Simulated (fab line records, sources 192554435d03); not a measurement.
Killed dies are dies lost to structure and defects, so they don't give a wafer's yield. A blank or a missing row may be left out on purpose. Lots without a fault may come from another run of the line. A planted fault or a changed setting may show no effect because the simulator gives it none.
Which tool did it? | flow n5_finfet | 9 lots, 27 wafers sampled, at 6 steps of a route of 1938

WHAT THE GAUGES READ, wafer by wafer
N5_STI_FIN_REVEAL_THK_MEAS_05.
lot  | measured    | on            | thk_nm (nm)
L153 | day 2 16:49 | film_metro-01 | 131.1 132.8 132.6
L156 | day 3 16:22 | film_metro-02 | 130.2 131.8 133.0
L157 | day 3 18:32 | film_metro-02 | 131.7 131.5 131.8
L159 | day 4 05:05 | film_metro-01 | 131.5 133.1 134.2
L161 | day 4 16:43 | film_metro-02 | 131.1 130.2 131.6
L166 | day 5 22:03 | film_metro-02 | 132.3 133.0 132.2
L167 | day 6 05:23 | film_metro-01 | 135.7 133.0 134.2
L168 | day 6 11:36 | film_metro-01 | 132.5 132.2 131.7
L175 | day 8 02:48 | film_metro-01 | 132.4 134.5 133.3

N5_STI_FIN_REVEAL_INSPECT_13: inspects for defects (darkfield).
lot  | measured    | on                | raw_defect_count
L153 | day 2 20:09 | defect_inspect-01 | 7 15 6
L156 | day 3 19:39 | defect_inspect-02 | 17 17 10
L157 | day 3 21:49 | defect_inspect-02 | 10 13 10
L159 | day 4 08:26 | defect_inspect-01 | 6 7 6
L161 | day 4 20:07 | defect_inspect-02 | 24 10 11
L166 | day 6 01:46 | defect_inspect-02 | 385 14 10
L167 | day 6 09:02 | defect_inspect-02 | 12 14 22
L168 | day 6 15:04 | defect_inspect-01 | 1 21 3
L175 | day 8 06:14 | defect_inspect-01 | 14 10 15

N5_BEOL_M4_RC_MEAS_101.
lot  | measured     | on        | DIBL_N (mV/V)  | DIBL_P (mV/V)  | IOFF_N (nA/um)    | IOFF_P (nA/um) | ION_N (uA/um) | ION_P (uA/um) | SS_N (mV/dec)  | SS_P (mV/dec)  | VT_N (mV)         | VT_P (mV)
L153 | day 8 04:54  | prober-01 | 34.3 38.8 36.5 | 33.6 39.7 35.2 | 0.129 0.233 0.155 | 0.19 0.29 0.22 | 660 687 672   | 462 468 457   | 71.6 72.8 72.1 | 72.8 74.8 73.3 | 250.5 243.2 251.0 | -248 -244 -247
L156 | day 9 12:25  | prober-02 | 37.0 35.1 34.3 | 38.7 36.5 35.6 | 0.187 0.160 0.139 | 0.24 0.20 0.18 | 680 680 673   | 455 468 459   | 72.2 71.6 71.5 | 74.2 73.1 73.1 | 246.1 248.8 249.6 | -249 -253 -255
L157 | day 9 14:31  | prober-01 | 37.4 37.1 35.0 | 35.6 36.0 33.4 | 0.178 0.178 0.136 | 0.20 0.21 0.16 | 674 686 664   | 456 458 448   | 71.8 71.6 71.7 | 73.3 73.6 72.4 | 247.8 249.2 253.0 | -255 -253 -255
L159 | day 9 16:41  | prober-01 | 36.4 36.4 35.4 | 34.8 35.9 34.2 | 0.153 0.160 0.147 | 0.20 0.23 0.20 | 671 677 670   | 464 474 465   | 71.4 71.3 70.6 | 73.4 73.2 72.6 | 250.6 248.7 249.6 | -250 -247 -246
L161 | day 10 05:20 | prober-02 | 35.6 35.7 36.2 | 34.3 35.1 34.6 | 0.140 0.142 0.146 | 0.19 0.19 0.19 | 666 663 670   | 456 457 462   | 71.3 70.9 71.1 | 72.4 72.9 72.4 | 253.3 251.2 250.4 | -252 -250 -250
L166 | day 11 14:25 | prober-01 | 35.7 35.4 36.0 | 36.0 35.7 36.0 | 0.171 0.163 0.169 | 0.24 0.23 0.24 | 692 673 684   | 476 466 470   | 71.6 71.1 72.0 | 72.6 72.9 72.7 | 245.1 247.9 247.9 | -247 -244 -246
L167 | day 11 15:05 | prober-02 | 34.8 34.5 34.4 | 35.3 34.6 35.7 | 0.136 0.142 0.152 | 0.16 0.16 0.17 | 656 669 681   | 454 453 458   | 71.0 70.9 71.0 | 73.2 73.3 72.9 | 249.6 250.4 247.1 | -255 -254 -254
L168 | day 12 01:50 | prober-01 | 36.9 35.4 35.4 | 35.9 34.5 34.0 | 0.178 0.158 0.147 | 0.21 0.20 0.18 | 678 664 662   | 461 453 445   | 72.2 72.0 71.9 | 73.9 72.6 73.1 | 247.4 249.4 252.3 | -249 -252 -254
L175 | day 14 04:16 | prober-02 | 36.1 35.0 38.2 | 36.2 35.4 39.4 | 0.149 0.136 0.190 | 0.18 0.17 0.24 | 665 678 675   | 456 459 462   | 71.0 70.9 71.5 | 72.9 73.7 74.2 | 252.6 253.1 249.5 | -253 -255 -248

WHICH TOOL RAN EACH LOT (tool, then ch and the chambers of the sampled wafers, then the start)
lot  | N5_STI_FIN_REVEAL_CMP_04     | N5_STI_FIN_REVEAL_OXIDATION_31      | N5_STI_FIN_REVEAL_STRIP_35
L153 | cmp-04 ch 1,2, day 2 16:31   | plasma_asher-01 ch 0, day 2 19:31   | wet_bench-01 ch 0,1,5, day 2 19:48
L156 | cmp-04 ch 1,3, day 3 16:07   | plasma_asher-01 ch 0,1, day 3 19:01 | wet_bench-01 ch 2,4,5, day 3 19:19
L157 | cmp-01 ch 1,2,3, day 3 18:19 | plasma_asher-01 ch 0,1, day 3 21:11 | wet_bench-06 ch 0,3,4, day 3 21:29
L159 | cmp-04 ch 2,3, day 4 04:48   | plasma_asher-01 ch 0,1, day 4 07:48 | wet_bench-01 ch 0,3,6, day 4 08:05
L161 | cmp-02 ch 0,2,3, day 4 16:30 | plasma_asher-02 ch 0,1, day 4 19:29 | wet_bench-01 ch 0,6,7, day 4 19:46
L166 | cmp-04 ch 0,3, day 5 21:47   | plasma_asher-01 ch 0,1, day 6 01:08 | wet_bench-01 ch 1,3,4, day 6 01:26
L167 | cmp-04 ch 2,3, day 6 05:07   | plasma_asher-02 ch 0,1, day 6 08:25 | wet_bench-06 ch 1,4,7, day 6 08:42
L168 | cmp-02 ch 1,2, day 6 11:19   | plasma_asher-02 ch 0,1, day 6 14:25 | wet_bench-04 ch 0,4,6, day 6 14:43
L175 | cmp-04 ch 2,3, day 8 02:33   | plasma_asher-01 ch 1, day 8 05:37   | wet_bench-06 ch 1,2,6, day 8 05:54
- N5_STI_FIN_REVEAL_CMP_04: polishes, stops on Si3N4, t overpolish 4 s, target thk 131.83 nm.
- N5_STI_FIN_REVEAL_OXIDATION_31: chemistry O2 PLASMA REMOTE, time 20 s.
- N5_STI_FIN_REVEAL_STRIP_35: strips Si3N4 in H3PO4, target depth 4 nm, time 39 s.

WHAT THE TOOLS THEMSELVES READ (means of the sampled wafers that have a number; where no wafer has one, the mark that the record gives instead)
N5_STI_FIN_REVEAL_CMP_04.
lot  | tool   | motor_current_A (A) | overpolish_run_s (s) | slurry_filter_dp_kPa (kPa) | time_to_endpoint_s (s)
L153 | cmp-04 | 9.0                 | 3.995                | 13.56                      | 110
L156 | cmp-04 | 7.3                 | 3.994                | 13.55                      | 111
L157 | cmp-01 | 7.1                 | 3.997                | 13.40                      | 104
L159 | cmp-04 | 7.3                 | 4.003                | 13.56                      | 110
L161 | cmp-02 | 8.8                 | 3.995                | 13.48                      | 102
L166 | cmp-04 | 6.4                 | 3.999                | 13.31                      | 111
L167 | cmp-04 | 8.3                 | 4.003                | 13.53                      | 110
L168 | cmp-02 | 8.6                 | 4.000                | 13.58                      | 104
L175 | cmp-04 | 8.3                 | 4.002                | 13.66                      | 103

N5_STI_FIN_REVEAL_OXIDATION_31.
lot  | tool            | drypump_motor_current_A (A) | heater_power_w (W) | temp_c (C)
L153 | plasma_asher-01 | 5.2                         | 178                | 149.99
L156 | plasma_asher-01 | 5.4                         | 166                | 149.97
L157 | plasma_asher-01 | 5.7                         | 155                | 150.10
L159 | plasma_asher-01 | 5.7                         | 153                | 149.93
L161 | plasma_asher-02 | 5.6                         | 137                | 149.94
L166 | plasma_asher-01 | 5.5                         | 165                | 150.03
L167 | plasma_asher-02 | 5.7                         | 143                | 149.87
L168 | plasma_asher-02 | 5.6                         | 137                | 150.06
L175 | plasma_asher-01 | 6.0                         | 142                | 149.81

N5_STI_FIN_REVEAL_STRIP_35.
lot  | tool         | bath_heat_duty_pct (%) | temp_c (C)
L153 | wet_bench-01 | 30                     | 164.97
L156 | wet_bench-01 | 28                     | 165.08
L157 | wet_bench-06 | 27                     | 165.07
L159 | wet_bench-01 | 29                     | 164.87
L161 | wet_bench-01 | 30                     | 165.01
L166 | wet_bench-01 | 29                     | 164.98
L167 | wet_bench-06 | 27                     | 165.17
L168 | wet_bench-04 | 31                     | 165.18
L175 | wet_bench-06 | 28                     | 165.14

THE ANSWER, worked out from the rows above alone
Rule: what is usual is taken from the lots themselves. Put in order of their means at a reading, lots are off if they are a third of the lots or fewer, leave a main group of 4 or more, and stand apart from it by a gap of 3 or more times the standard deviation of the main group's means; of several such gaps the widest counts. A main group whose means are all the same, to the digits that the tables above print for the reading, isn't used. A lot without any number at a reading at which 4 lots or more have one is off too. The other lots that the step has rows for count as sound. The gauges are gone through in route order, then the tools' own readings, and for those a lot's mean is taken as printed above. The first step at which some lot is off is used, and at that step the reading that is off furthest; a lot without a number counts as furthest.
Off: L166, at N5_STI_FIN_REVEAL_INSPECT_13 (raw_defect_count). The main group: mean 12, standard deviation 3.3.
A tool fits if, at a process step before that reading, it ran every lot that is off, and no sound lot after the first of them. The gauges at N5_STI_FIN_REVEAL_INSPECT_13 are tried like those tools. One fits: wet_bench-01 at N5_STI_FIN_REVEAL_STRIP_35. Its last sound lot is L161 (day 4 19:46), its first lot that is off L166 (day 6 01:26): a fault that began between those two fits.

WHAT THE SIMULATOR HAD PUT IN
Chamber particle source: wet_bench-01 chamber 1, from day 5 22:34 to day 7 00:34, at N5_STI_FIN_REVEAL_STRIP_35. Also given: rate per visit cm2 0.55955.
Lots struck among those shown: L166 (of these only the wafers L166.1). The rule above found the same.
